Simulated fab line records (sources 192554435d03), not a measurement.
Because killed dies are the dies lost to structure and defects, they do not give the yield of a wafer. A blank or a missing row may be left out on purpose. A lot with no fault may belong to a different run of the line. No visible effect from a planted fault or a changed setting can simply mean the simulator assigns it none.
Chamber matching    flow n5-finfet    4 sister chambers for N5_SDB_CUT_ETCH_26 on rie-si-06
The step etches Si in HBr/Cl2/O2, target depth 129.6 nm, bt time 20 s, time 51.8 s. 16 wafers are shown with their chamber, then 8 later ones without.

EACH WAFER AND ITS CHAMBER
wafer   chamber  drypump-motor-current-A (A)  throttle-valve-pct (%)  he-backside-leak-sccm (sccm)
L590.1  2        6.7                          37.44                   2.9
L590.5  1        5.2                          37.14                   3.6
L590.6  0        5.7                          37.52                   2.5
L591.1  2        6.7                          37.44                   2.6
L591.3  3        5.4                          37.52                   2.4
L591.4  0        5.7                          37.50                   2.5
L593.3  0        5.6                          37.51                   2.5
L593.4  3        5.4                          37.53                   2.4
L593.6  1        5.2                          37.14                   3.5
L595.1  2        6.7                          37.43                   2.7
L595.3  3        5.4                          37.53                   2.4
L595.5  1        5.2                          37.14                   3.6
L596.1  2        6.7                          37.44                   2.7
L596.4  1        5.2                          37.15                   3.7
L596.6  2        6.7                          37.43                   2.6
L605.1  3        5.4                          37.52                   2.4

SIGNATURES (averages over the wafers above)
reading                  chamber 0  chamber 1  chamber 2  chamber 3  scatter within a chamber
drypump-motor-current-A  5.667      5.200      6.700      5.400      0.0236
throttle-valve-pct       37.5100    37.1425    37.4360    37.5250    0.00642
he-backside-leak-sccm    2.500      3.600      2.700      2.400      0.0816
Rule: a wafer's distance from a chamber is the root of the sum, over the readings, of the square of ((its reading less the chamber's mean) divided by the reading's scatter). The wafer belongs to the nearest chamber; if the next one is less than 2 further off, it can't be placed. The scatter: the root of (the sum of the squares of (reading less its chamber's mean) over the shown wafers, divided by (wafers less chambers)).

WAFERS WHOSE CHAMBER IS MISSING
wafer   drypump-motor-current-A (A)  throttle-valve-pct (%)  he-backside-leak-sccm (sccm)
L605.2  6.7                          37.42                   2.8
L605.3  5.2                          37.14                   3.5
L608.3  5.4                          37.52                   2.5
L608.4  5.2                          37.14                   3.6
L608.6  5.7                          37.49                   2.5
L612.1  5.7                          37.50                   2.5
L612.4  6.7                          37.42                   2.7
L612.6  5.4                          37.52                   2.3

EACH ONE'S CHAMBER
wafer   from the rows above  in truth
L605.2  2                    2
L605.3  1                    1
L608.3  3                    3
L608.4  1                    1
L608.6  0                    0
L612.1  0                    0
L612.4  2                    2
L612.6  3                    3
Correct placement for 8 of the 8. Not placeable from these rows: 0. Wrongly placed: 0.
